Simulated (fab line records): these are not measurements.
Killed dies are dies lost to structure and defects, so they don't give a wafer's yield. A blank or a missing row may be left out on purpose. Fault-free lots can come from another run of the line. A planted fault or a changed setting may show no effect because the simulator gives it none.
Commonality check across tools	flow n5Finfet	Lots sampled 10, wafers sampled 30

## REASON FOR OPENING
2 of 10 lots carry a flag on the reading RS_NWELL at N5_BEOL_M4_RC_MEAS_101. Fault-free wafers read 1038 ohm/sq, with a standard deviation of 6.2.
Rule: a lot is flagged in two cases, either no wafer of it has a number, or all its wafers with numbers fall more than 4 standard deviations from that mean. The other lots count as sound.

lot	measured	on	RS_NWELL (ohm/sq), wafer by wafer	flag
L368	day 9 01:15	prober-02	1040 1034 1049	
L369	day 9 10:55	prober-02	1040 1027 1039	
L371	day 10 10:31	prober-02	1036 1030 1044	
L373	day 11 14:48	prober-02	1039 1028 1046	
L376	day 11 14:51	prober-01	1051 1037 1043	
L380	day 13 08:50	prober-02	1041 1036 1042	
L378	day 13 17:03	prober-01	1030 1032 1027	
L384	day 14 18:17	prober-01	1407 1403 1409	FLAGGED
L383	day 14 20:09	prober-02	1045 1052 1046	
L382	day 14 22:52	prober-02	1408 1396 1406	FLAGGED
On average the flagged lots' numbers are 1405 ohm/sq, which is +367 ohm/sq against the usual, or +59 standard deviations.

## WHICH TOOL EACH LOT WENT THROUGH
The record holds 2 process steps before the reading, out of a route of 1938 steps. Cell contents, in order: the tool; ch with the chambers the sampled wafers went through; the start.
lot	flag	N5_ZERO_LAYER_ETCH_18	N5_WELL_APT_IMPLANT_14
L368		rieSi-04 ch 0,1, day 2 07:00	implanter-01 ch 0, day 2 08:01
L369		rieSi-05 ch 1,3, day 2 12:50	implanter-01 ch 0, day 2 14:24
L371		rieSi-04 ch 0,1,3, day 3 00:47	implanter-01 ch 0, day 3 01:44
L373		rieSi-02 ch 1,2, day 3 13:21	implanter-02 ch 0, day 3 14:37
L376		rieSi-04 ch 0,2,3, day 4 07:03	implanter-01 ch 0, day 4 08:02
L380		rieSi-04 ch 1,3, day 5 06:47	implanter-02 ch 0, day 5 07:46
L378		rieSi-02 ch 0,1, day 4 18:47	implanter-02 ch 0, day 4 20:04
L384	FLAGGED	rieSi-05 ch 2,3, day 6 06:50	implanter-02 ch 0, day 6 07:59
L383		rieSi-02 ch 0,2,3, day 6 00:47	implanter-01 ch 0, day 6 01:56
L382	FLAGGED	rieSi-05 ch 1,2,3, day 5 18:55	implanter-02 ch 0, day 5 19:53
What the steps here do:
- N5_ZERO_LAYER_ETCH_18: etches Si in HBr/Cl2, target depth 120 nm, time 40 s.
- N5_WELL_APT_IMPLANT_14
- N5_BEOL_M4_RC_MEAS_101

## FLAGGED OVER TOTAL, TOOL BY TOOL (the gauges that took the reading come last)
step	tool	lots run	flagged	share of the flagged lots	sound lots run after its first flagged lot
N5_ZERO_LAYER_ETCH_18	rieSi-02	3	0	none	-
N5_ZERO_LAYER_ETCH_18	rieSi-04	4	0	none	-
N5_ZERO_LAYER_ETCH_18	rieSi-05	3	2	all	0
N5_WELL_APT_IMPLANT_14	implanter-01	5	0	none	-
N5_WELL_APT_IMPLANT_14	implanter-02	5	2	all	0
N5_BEOL_M4_RC_MEAS_101	prober-01	3	1	some	0
N5_BEOL_M4_RC_MEAS_101	prober-02	7	1	some	0

## THE TABLE: WHAT IT ALLOWS
2 rows of the table ran every flagged lot: rieSi-05 at N5_ZERO_LAYER_ETCH_18, implanter-02 at N5_WELL_APT_IMPLANT_14.
- rieSi-05 at N5_ZERO_LAYER_ETCH_18 ran 3 lots, 2 of them flagged. Last sound lot L369 at day 2 12:50, first flagged lot L382 at day 5 18:55; a fault beginning in between fits.
- implanter-02 at N5_WELL_APT_IMPLANT_14 ran 5 lots, 2 of them flagged. Last sound lot L380 at day 5 07:46, first flagged lot L382 at day 5 19:53; a fault beginning in between fits. Its own readings lie more than 4 standard deviations out on every wafer of the flagged lots: doseIonsCm2, faradayCurrentUA.
A lot count leaves these 2 tools indistinguishable: every one of them fits a fault beginning at some hour. More lots, or a look at what each step does to the wafer, might.

## WHAT THE SIMULATOR HAD INSERTED
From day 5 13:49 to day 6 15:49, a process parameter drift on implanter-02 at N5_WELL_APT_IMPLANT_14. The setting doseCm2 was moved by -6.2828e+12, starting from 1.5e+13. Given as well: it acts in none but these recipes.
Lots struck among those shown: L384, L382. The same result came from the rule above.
